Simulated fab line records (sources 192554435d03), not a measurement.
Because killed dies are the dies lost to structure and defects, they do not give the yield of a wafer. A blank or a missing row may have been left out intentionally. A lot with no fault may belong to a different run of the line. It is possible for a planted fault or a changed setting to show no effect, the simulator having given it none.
A sampling plan put to the test -- flow n5-finfet -- one fab line, 71 faults that these records tell of, each judged on the records of the lots that it struck; 3 more are left out, because the records don't allow judging them
The plan is the line's own looks: the steps of the route at which a gauge or an inspection reads the wafer and doesn't change it. Where struck wafers have a number at a look and the file lists that look's usual mean and standard deviation on fault-free wafers, the look can be judged. Caught: 4 or more of those standard deviations (sigma) separate the usual mean from the mean of the struck wafers at a look after the fault's first step. On the tool: the same test on the tool's own readings at the fault's steps. Another recipe on the struck wafers, or a record that is blank for them alone, also counts as caught.

## THE FAULTS, as the simulator had put them in
1. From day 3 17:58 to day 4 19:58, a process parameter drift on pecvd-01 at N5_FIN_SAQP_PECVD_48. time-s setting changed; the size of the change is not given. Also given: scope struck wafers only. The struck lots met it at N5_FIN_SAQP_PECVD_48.
2. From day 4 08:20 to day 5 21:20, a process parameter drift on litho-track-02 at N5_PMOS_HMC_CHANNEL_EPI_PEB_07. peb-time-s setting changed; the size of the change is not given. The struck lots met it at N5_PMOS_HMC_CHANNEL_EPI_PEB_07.
3. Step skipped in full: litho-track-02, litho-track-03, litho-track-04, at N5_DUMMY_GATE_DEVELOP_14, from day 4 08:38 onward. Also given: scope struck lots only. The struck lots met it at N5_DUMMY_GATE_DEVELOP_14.
4. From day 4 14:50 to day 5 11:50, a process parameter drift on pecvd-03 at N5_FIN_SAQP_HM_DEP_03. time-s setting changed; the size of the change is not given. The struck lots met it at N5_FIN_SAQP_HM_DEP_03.
5. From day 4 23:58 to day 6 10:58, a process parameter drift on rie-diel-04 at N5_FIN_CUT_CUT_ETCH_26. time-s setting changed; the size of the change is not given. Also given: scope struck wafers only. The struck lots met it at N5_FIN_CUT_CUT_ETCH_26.
6. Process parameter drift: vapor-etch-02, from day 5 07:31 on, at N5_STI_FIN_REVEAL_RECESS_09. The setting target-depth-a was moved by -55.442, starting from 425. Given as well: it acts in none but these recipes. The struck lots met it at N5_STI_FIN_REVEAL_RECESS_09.
7. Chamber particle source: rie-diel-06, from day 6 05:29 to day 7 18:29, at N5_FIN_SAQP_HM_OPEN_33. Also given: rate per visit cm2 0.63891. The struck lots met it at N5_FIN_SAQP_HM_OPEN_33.
8. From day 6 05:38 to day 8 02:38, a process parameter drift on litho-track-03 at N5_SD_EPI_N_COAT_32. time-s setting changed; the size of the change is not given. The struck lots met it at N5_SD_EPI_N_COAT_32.
9. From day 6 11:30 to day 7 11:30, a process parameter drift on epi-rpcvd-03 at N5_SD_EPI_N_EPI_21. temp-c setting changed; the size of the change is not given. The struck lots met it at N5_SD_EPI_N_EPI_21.
10. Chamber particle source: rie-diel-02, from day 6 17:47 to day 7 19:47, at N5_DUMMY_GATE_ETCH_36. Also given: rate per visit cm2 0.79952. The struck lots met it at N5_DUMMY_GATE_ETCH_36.
11. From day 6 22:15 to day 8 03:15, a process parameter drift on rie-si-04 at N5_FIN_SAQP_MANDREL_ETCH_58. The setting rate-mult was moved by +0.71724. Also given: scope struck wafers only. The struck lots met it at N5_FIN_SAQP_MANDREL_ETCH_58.
12. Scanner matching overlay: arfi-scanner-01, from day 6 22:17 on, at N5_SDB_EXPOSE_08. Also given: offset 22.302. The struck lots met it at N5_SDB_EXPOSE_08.
13. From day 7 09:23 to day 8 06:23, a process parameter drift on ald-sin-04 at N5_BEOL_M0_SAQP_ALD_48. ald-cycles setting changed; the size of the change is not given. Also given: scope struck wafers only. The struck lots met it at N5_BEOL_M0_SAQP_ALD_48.
14. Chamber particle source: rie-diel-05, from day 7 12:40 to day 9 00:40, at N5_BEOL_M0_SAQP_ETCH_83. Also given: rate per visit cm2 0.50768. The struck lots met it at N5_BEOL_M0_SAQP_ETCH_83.
15. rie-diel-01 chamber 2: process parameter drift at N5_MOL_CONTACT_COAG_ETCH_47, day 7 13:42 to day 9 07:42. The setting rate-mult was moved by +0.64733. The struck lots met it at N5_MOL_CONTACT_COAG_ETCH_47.
16. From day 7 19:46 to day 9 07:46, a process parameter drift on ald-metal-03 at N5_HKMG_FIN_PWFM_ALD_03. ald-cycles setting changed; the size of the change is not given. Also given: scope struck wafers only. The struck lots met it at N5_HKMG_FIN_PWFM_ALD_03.
17. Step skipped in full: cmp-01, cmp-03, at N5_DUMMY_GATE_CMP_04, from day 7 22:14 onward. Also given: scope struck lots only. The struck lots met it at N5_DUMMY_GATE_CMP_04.
18. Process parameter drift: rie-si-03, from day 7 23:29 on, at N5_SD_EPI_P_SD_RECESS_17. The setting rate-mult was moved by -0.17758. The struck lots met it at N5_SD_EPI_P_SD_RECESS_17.
19. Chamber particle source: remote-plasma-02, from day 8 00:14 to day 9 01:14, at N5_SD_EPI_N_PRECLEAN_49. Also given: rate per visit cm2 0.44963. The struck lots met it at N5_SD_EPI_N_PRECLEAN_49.
20. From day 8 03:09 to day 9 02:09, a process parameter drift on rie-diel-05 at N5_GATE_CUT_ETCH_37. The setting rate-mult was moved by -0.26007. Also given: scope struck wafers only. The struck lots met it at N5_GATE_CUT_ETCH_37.
21. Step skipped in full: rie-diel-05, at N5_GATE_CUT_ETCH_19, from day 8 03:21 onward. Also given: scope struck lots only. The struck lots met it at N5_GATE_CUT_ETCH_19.
22. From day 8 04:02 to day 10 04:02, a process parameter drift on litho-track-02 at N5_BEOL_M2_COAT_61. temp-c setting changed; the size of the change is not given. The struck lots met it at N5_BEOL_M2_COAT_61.
23. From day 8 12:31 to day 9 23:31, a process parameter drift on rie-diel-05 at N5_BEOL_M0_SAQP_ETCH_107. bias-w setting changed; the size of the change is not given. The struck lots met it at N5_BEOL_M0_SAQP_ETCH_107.
24. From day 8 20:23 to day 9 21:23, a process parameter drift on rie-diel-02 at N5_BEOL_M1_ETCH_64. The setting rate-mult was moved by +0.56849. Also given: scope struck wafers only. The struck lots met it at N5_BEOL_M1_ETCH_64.
25. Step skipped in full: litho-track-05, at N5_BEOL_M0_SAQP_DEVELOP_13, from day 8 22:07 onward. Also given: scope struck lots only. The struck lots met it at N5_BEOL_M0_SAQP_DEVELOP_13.
26. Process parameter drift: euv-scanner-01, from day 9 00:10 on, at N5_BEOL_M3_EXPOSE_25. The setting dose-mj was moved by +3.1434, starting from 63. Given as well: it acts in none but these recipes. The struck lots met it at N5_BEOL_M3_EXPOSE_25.
27. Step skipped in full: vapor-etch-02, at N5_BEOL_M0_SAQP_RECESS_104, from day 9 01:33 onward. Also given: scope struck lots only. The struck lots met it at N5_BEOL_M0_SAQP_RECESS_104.
28. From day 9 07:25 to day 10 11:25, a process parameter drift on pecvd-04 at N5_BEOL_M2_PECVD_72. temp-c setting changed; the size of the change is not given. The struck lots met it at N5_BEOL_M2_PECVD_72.
29. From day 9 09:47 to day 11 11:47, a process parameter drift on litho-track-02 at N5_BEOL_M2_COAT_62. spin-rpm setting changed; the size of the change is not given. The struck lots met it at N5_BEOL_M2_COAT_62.
30. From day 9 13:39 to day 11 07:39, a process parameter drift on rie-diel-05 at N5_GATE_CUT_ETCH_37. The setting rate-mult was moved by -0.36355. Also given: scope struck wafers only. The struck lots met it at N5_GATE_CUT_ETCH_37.
31. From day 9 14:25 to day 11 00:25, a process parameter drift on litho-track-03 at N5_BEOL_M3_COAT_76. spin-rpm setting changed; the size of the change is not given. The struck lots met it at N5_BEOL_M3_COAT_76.
32. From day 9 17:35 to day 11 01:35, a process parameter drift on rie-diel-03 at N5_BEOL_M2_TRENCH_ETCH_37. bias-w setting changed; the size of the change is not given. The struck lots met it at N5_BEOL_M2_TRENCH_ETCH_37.
33. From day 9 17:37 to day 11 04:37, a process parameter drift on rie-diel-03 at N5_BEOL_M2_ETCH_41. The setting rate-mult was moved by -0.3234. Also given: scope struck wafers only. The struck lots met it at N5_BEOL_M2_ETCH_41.
34. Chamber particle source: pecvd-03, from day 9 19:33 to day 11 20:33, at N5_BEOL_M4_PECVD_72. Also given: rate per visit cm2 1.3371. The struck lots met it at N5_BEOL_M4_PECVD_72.
35. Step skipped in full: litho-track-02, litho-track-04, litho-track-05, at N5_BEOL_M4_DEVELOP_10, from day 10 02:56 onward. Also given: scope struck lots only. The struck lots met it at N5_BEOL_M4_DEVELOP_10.
36. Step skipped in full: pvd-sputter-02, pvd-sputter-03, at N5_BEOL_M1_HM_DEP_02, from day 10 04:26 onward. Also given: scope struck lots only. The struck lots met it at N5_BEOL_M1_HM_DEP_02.
37. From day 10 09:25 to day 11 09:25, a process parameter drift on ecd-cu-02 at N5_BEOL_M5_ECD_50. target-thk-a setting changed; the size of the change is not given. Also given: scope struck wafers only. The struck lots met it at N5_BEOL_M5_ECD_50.
38. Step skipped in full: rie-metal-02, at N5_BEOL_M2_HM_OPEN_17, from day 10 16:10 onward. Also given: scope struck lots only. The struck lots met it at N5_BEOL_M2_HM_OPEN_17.
39. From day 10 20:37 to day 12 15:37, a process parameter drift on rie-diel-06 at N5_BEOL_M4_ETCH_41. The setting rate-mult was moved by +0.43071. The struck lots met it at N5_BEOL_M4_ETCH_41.
40. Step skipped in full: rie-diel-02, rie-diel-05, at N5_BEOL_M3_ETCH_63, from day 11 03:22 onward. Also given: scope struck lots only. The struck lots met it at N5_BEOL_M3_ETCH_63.
41. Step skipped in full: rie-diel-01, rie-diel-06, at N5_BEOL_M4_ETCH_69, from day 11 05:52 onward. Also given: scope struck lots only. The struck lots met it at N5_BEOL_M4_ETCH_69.
42. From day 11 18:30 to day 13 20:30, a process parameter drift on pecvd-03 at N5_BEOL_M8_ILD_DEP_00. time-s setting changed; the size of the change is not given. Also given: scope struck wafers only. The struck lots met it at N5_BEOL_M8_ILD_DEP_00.
43. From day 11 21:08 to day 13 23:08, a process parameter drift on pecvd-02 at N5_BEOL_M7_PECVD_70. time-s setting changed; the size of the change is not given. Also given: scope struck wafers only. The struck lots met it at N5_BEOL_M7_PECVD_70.
44. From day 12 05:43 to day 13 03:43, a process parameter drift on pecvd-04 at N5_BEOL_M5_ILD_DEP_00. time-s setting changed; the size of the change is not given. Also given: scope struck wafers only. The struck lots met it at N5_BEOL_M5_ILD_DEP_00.
45. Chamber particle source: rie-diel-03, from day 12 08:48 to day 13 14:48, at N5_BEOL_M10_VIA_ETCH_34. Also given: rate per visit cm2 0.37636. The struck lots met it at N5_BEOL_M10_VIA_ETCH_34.
46. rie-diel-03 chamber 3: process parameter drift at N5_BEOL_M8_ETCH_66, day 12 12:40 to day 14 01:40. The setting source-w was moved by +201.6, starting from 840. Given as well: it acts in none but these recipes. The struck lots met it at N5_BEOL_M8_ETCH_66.
47. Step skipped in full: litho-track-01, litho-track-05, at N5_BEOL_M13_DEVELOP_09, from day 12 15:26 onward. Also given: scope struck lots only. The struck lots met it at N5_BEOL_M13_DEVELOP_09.
48. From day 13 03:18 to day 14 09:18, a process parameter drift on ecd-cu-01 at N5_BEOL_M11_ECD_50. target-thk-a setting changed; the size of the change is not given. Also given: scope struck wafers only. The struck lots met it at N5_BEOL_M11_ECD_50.
49. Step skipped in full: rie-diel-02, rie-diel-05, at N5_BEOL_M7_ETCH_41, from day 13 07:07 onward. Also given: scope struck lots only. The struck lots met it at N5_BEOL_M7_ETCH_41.
50. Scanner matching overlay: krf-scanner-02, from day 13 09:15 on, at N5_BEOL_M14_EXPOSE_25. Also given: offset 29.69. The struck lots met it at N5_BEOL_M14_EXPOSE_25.
51. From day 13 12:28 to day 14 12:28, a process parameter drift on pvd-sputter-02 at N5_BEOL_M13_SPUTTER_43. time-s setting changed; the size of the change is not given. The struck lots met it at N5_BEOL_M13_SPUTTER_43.
52. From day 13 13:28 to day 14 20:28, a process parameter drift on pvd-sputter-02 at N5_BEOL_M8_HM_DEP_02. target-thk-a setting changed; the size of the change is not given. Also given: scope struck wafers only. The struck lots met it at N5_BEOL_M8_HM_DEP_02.
53. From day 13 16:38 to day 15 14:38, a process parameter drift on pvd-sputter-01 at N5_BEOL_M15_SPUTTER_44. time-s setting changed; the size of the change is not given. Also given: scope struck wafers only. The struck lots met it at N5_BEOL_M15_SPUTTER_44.
54. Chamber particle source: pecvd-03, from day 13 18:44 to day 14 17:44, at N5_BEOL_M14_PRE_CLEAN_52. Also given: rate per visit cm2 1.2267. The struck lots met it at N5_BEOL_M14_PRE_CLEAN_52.
55. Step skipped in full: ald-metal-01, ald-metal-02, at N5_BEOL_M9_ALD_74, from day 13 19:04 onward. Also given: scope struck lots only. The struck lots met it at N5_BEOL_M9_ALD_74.
56. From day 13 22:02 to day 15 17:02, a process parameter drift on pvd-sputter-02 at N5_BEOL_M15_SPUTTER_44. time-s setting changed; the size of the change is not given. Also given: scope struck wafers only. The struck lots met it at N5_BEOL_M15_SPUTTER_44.
57. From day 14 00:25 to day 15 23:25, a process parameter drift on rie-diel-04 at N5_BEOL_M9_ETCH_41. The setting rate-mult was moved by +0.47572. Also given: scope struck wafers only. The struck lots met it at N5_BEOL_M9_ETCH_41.
58. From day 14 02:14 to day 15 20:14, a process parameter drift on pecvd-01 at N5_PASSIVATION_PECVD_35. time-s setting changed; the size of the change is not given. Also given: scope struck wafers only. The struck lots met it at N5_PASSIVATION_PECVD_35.
59. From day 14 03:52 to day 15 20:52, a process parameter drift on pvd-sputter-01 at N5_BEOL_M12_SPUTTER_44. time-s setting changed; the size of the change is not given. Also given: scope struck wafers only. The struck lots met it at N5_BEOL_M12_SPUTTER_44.
60. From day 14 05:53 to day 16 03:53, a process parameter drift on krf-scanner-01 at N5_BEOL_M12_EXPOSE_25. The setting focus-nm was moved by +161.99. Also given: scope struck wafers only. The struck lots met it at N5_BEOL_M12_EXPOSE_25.
61. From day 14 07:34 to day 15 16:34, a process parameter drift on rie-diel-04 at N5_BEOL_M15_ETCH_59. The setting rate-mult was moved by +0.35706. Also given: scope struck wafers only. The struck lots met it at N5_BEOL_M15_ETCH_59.
62. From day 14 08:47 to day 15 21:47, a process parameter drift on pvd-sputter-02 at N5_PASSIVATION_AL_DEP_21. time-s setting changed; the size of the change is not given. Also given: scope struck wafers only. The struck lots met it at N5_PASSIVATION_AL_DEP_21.
63. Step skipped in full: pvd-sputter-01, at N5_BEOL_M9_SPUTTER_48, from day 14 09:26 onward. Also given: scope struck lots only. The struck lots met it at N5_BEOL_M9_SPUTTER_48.
64. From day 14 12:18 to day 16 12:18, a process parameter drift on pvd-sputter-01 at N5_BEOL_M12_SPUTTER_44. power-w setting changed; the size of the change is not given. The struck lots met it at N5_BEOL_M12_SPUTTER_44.
65. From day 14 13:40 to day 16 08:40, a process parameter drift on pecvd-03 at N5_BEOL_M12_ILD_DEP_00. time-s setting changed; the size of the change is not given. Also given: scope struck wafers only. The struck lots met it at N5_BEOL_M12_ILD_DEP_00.
66. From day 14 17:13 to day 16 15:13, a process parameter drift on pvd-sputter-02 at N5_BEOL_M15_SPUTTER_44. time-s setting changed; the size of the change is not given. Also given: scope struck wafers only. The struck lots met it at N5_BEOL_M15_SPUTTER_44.
67. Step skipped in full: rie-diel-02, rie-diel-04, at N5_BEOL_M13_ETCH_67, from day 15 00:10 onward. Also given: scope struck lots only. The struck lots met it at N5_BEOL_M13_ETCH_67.
68. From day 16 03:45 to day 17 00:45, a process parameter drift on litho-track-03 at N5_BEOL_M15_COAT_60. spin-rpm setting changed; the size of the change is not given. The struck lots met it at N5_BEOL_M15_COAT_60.
69. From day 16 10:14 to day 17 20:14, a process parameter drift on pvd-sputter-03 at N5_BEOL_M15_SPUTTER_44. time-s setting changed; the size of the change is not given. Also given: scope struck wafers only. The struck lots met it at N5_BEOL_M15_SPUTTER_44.
70. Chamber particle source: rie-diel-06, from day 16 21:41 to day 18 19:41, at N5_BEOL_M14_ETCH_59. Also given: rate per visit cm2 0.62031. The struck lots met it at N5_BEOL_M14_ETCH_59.
71. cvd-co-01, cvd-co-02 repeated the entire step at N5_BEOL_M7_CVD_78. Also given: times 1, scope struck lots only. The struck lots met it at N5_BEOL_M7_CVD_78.

## WHAT THE PLAN SAW
fault,on the tool itself,first look that catches it,"reading, sigma",median hours from its first step to that look,hours from the fault's start to the first struck lot there,judged looks passed uncaught
1,under 2 sigma,no look after it can be judged,-,-,-,0
2,under 2 sigma,N5_PMOS_HMC_CHANNEL_EPI_CD_MEAS_09,cd-nm +4.7,0.1,15,0
3,no reading that can be judged,no look after it can be judged,-,-,-,0
4,under 2 sigma,N5_FIN_SAQP_THK_MEAS_05,thk-nm +15,0.1,4,0
5,run-length-s +4.9 sigma,no look after it can be judged,-,-,-,0
6,under 2 sigma,N5_STI_FIN_REVEAL_FIN_H_MEAS_10,trench-depth-nm -5.5,2.7,8,0
7,under 2 sigma,N5_FIN_SAQP_INSPECT_40,raw-defect-count +6.3,0.5,3,0
8,run-length-s -99 or beyond sigma,no look after it can be judged,-,-,-,0
9,susceptor-temp-C +13 sigma,none of the 2 looks that can be judged after it,"strongest: thk-nm at N5_SD_EPI_N_EPI_MEAS_23, +3.3",-,-,2
10,under 2 sigma,N5_DUMMY_GATE_INSPECT_27,raw-defect-count +6.6,1.2,6,1
11,under 2 sigma,no look after it can be judged,-,-,-,0
12,under 2 sigma,N5_SDB_OVL_MEAS_12,SDB_OVL +33,0.1,4,0
13,under 2 sigma,not the one look that can be judged after it,-,-,-,1
14,under 2 sigma,N5_BEOL_M0_SAQP_INSPECT_42,raw-defect-count +4.0,4.5,9,1
15,etch-rf-on-time-s -18 sigma,no look after it can be judged,-,-,-,0
16,under 2 sigma,no look after it can be judged,-,-,-,0
17,the tool's record is blank for the struck wafers,N5_DUMMY_GATE_THK_MEAS_05,thk-nm +54,0.2,3,0
18,only faintly: oes-product-au -2.7 sigma,no look after it can be judged,-,-,-,0
19,under 2 sigma,N5_SD_EPI_N_INSPECT_26,raw-defect-count +6.4,1.1,8,0
20,under 2 sigma,no look after it can be judged,-,-,-,0
21,the tool's record is blank for the struck wafers,no look after it can be judged,-,-,-,0
22,plate-temp-C -99 or beyond sigma,not the one look that can be judged after it,-,-,-,1
23,bias-w -62 sigma,not the one look that can be judged after it,-,-,-,1
24,under 2 sigma,none of the 2 looks that can be judged after it,"strongest: cd-nm at N5_BEOL_M1_CD_MEAS_35, +3.4",-,-,2
25,no reading that can be judged,no look after it can be judged,-,-,-,0
26,exposure-dose-mJ-cm2 +42 sigma,none of the 3 looks that can be judged after it,"strongest: cd-nm at N5_BEOL_M3_CD_MEAS_28, +2.5",-,-,3
27,the tool's record is blank for the struck wafers,no look after it can be judged,-,-,-,0
28,susceptor-temp-C +17 sigma,not the one look that can be judged after it,-,-,-,1
29,spin-speed-rpm +99 or beyond sigma,not the one look that can be judged after it,-,-,-,1
30,under 2 sigma,no look after it can be judged,-,-,-,0
31,spin-speed-rpm +42 sigma,not the one look that can be judged after it,-,-,-,1
32,bias-w -49 sigma,not the one look that can be judged after it,-,-,-,1
33,only faintly: oes-product-au -2.3 sigma,not the one look that can be judged after it,-,-,-,1
34,under 2 sigma,N5_BEOL_M4_INSPECT_13,raw-defect-count +7.2,1.3,1,2
35,no reading that can be judged,no look after it can be judged,-,-,-,0
36,the tool's record is blank for the struck wafers,no look after it can be judged,-,-,-,0
37,no reading that can be judged,not the one look that can be judged after it,-,-,-,1
38,the tool's record is blank for the struck wafers,no look after it can be judged,-,-,-,0
39,only faintly: oes-product-au +3.5 sigma,not the one look that can be judged after it,-,-,-,1
40,the tool's record is blank for the struck wafers,no look after it can be judged,-,-,-,0
41,the tool's record is blank for the struck wafers,no look after it can be judged,-,-,-,0
42,under 2 sigma,N5_BEOL_M8_THK_MEAS_01,M8_ILD_THK -4.9,0.6,25,0
43,under 2 sigma,no look after it can be judged,-,-,-,0
44,under 2 sigma,N5_BEOL_M5_THK_MEAS_01,M5_ILD_THK -16,0.6,1,0
45,under 2 sigma,no look after it can be judged,-,-,-,0
46,rf-fwd-power-W +65 sigma,no look after it can be judged,-,-,-,0
47,no reading that can be judged,no look after it can be judged,-,-,-,0
48,no reading that can be judged,not the one look that can be judged after it,-,-,-,1
49,the tool's record is blank for the struck wafers,no look after it can be judged,-,-,-,0
50,no reading that can be judged,N5_BEOL_M14_OVL_MEAS_29,M14_OVL +5.1,0.2,3,1
51,under 2 sigma,no look after it can be judged,-,-,-,0
52,under 2 sigma,N5_BEOL_M8_OCD_MEAS_38,trench-depth-nm -14,4.5,5,2
53,under 2 sigma,not the one look that can be judged after it,-,-,-,1
54,no reading that can be judged,N5_BEOL_M14_INSPECT_55,raw-defect-count +33,0.1,10,0
55,the tool's record is blank for the struck wafers,no look after it can be judged,-,-,-,0
56,under 2 sigma,no look after it can be judged,-,-,-,0
57,under 2 sigma,no look after it can be judged,-,-,-,0
58,run-length-s +62 sigma,not the one look that can be judged after it,-,-,-,1
59,under 2 sigma,no look after it can be judged,-,-,-,0
60,under 2 sigma,N5_BEOL_M12_CD_MEAS_28,cd-nm +5.1,0.2,0,0
61,under 2 sigma,no look after it can be judged,-,-,-,0
62,under 2 sigma,no look after it can be judged,-,-,-,0
63,the tool's record is blank for the struck wafers,no look after it can be judged,-,-,-,0
64,cathode-dc-power-W -99 or beyond sigma,no look after it can be judged,-,-,-,0
65,run-length-s -99 or beyond sigma,N5_BEOL_M12_THK_MEAS_01,M12_ILD_THK -33,0.1,9,0
66,under 2 sigma,not the one look that can be judged after it,-,-,-,1
67,the tool's record is blank for the struck wafers,no look after it can be judged,-,-,-,0
68,spin-speed-rpm +99 or beyond sigma,none of the 3 looks that can be judged after it,-,-,-,3
69,under 2 sigma,no look after it can be judged,-,-,-,0
70,under 2 sigma,no look after it can be judged,-,-,-,0
71,no reading that can be judged,not the one look that can be judged after it,-,-,-,1
A dash: this means the fault isn't caught or the number doesn't appear in these records.

Caught at a look: 17 of 71. Caught on the tool: 27 of 71. By one or the other: 42 of 71.
On the tool alone, faults 5, 8, 9, 15, 21, 22, 23, 26, 27, 28, 29, 31, 32, 36, 38, 40, 41, 46, 49, 55, 58, 63, 64, 67, 68 were caught.
Caught at a look alone: faults 2, 4, 6, 7, 10, 12, 14, 19, 34, 42, 44, 50, 52, 54, 60.
Caught by neither: faults 1, 3, 11, 13, 16, 18, 20, 24, 25, 30, 33, 35, 37, 39, 43, 45, 47, 48, 51, 53, 56, 57, 59, 61, 62, 66, 69, 70, 71.

## THINNER SAMPLING
In the worst case, this is how late the first struck lot would be measured if the look that catches a fault measured only every second or every third lot, by lot number:
fault,"struck lots at that look, in order of time",every lot,every second lot,every third lot
2,"L890, L892",15 h,may miss all 2,may miss all 2
4,"L767, L770",4 h,20 h,may miss all 2
6,"L131, L132, L133",8 h,16 h,19 h
7,"L935, L936",3 h,9 h,may miss all 2
10,"L684, L685",6 h,17 h,may miss all 2
12,"L107, L110",4 h,19 h,may miss all 2
14,"L795, L798",9 h,33 h,may miss all 2
17,"L751, L752, L753",3 h,9 h,14 h
19,"L180, L182",8 h,may miss all 2,may miss all 2
34,"L283, L287",1 h,may miss all 2,may miss all 2
42,L841,25 h,may miss it,may miss it
44,"L616, L614, L621",1 h,16 h,16 h
50,"L854, L856, L857",3 h,21 h,may miss all 3
52,L740,5 h,may miss it,may miss it
54,"L809, L810",10 h,14 h,may miss all 2
60,"L953, L958, L960",0 h,26 h,34 h
65,"L309, L310",9 h,16 h,may miss all 2
Hours count from the start of the fault until the first struck lot that is measured. Since the struck wafers were tested as one group against 4 sigma, a single lot by itself may lie under the limit. Other struck lots may not be in these records.

## THE LONGEST TIMED WAY FROM STEP TO LOOK
For fault 14, N5_BEOL_M0_SAQP_ETCH_83 and N5_BEOL_M0_SAQP_INSPECT_42 are separated by a median of 4.5 hours. The look between them that can be judged stayed within 4 sigma: N5_BEOL_M0_SAQP_CD_MEAS_40.
